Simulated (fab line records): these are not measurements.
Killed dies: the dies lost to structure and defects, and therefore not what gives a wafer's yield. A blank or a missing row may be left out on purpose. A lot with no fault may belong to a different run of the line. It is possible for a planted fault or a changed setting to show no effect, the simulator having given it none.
Chamber matching -- flow nand_harc -- NHARC_P_BONDPAD_STRIP_15 on rie_diel-11: 4 sister chambers
The step strips in O2. 8 wafers are shown with their chamber, then 11 later ones without.

## WAFERS WITH THEIR CHAMBER
wafer,chamber,showerhead_plenum_p_Torr (Torr),rf_vpp_V (V)
L082.3,0,3.74,59.3
L083.1,2,3.31,57.4
L087.1,2,3.31,56.9
L087.3,3,3.31,56.0
L089.3,1,3.63,58.5
L089.4,0,3.73,57.8
L089.6,3,3.31,57.5
L092.3,1,3.63,58.8

## WAFERS MISSING THEIR CHAMBER
wafer,showerhead_plenum_p_Torr (Torr),rf_vpp_V (V)
L092.5,3.63,57.8
L092.6,3.73,58.8
L094.4,3.31,57.6
L094.5,3.31,56.0
L094.6,3.63,58.2
L095.2,3.63,59.7
L095.4,3.73,58.7
L095.5,3.63,58.7
L097.1,3.73,57.8
L097.2,3.63,56.3
L097.3,3.31,57.0

## CHAMBER TAKEN BY EACH
wafer,from the rows above,in truth
L092.5,1,1
L092.6,0,0
L094.4,can't be placed: 2 or 3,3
L094.5,can't be placed: 3 or 2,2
L094.6,1,1
L095.2,1,1
L095.4,0,0
L095.5,1,1
L097.1,0,0
L097.2,1,1
L097.3,can't be placed: 2 or 3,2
Correct placement for 8 of the 11. Cannot be placed on the basis of these rows: 3; the candidates contain the true chamber in 3. Placed wrongly: 0.
How it was worked out, from the rows above alone: a wafer's distance from a chamber is the root of the sum, over the readings, of the square of ((its reading less the chamber's mean) divided by the reading's scatter). The wafer belongs to the nearest chamber; if the next one is less than 2 further off, it can't be placed. A chamber's mean is the mean of its shown wafers. The scatter: the root of (the sum of the squares of (reading less its chamber's mean) over the shown wafers, divided by (wafers less chambers)).
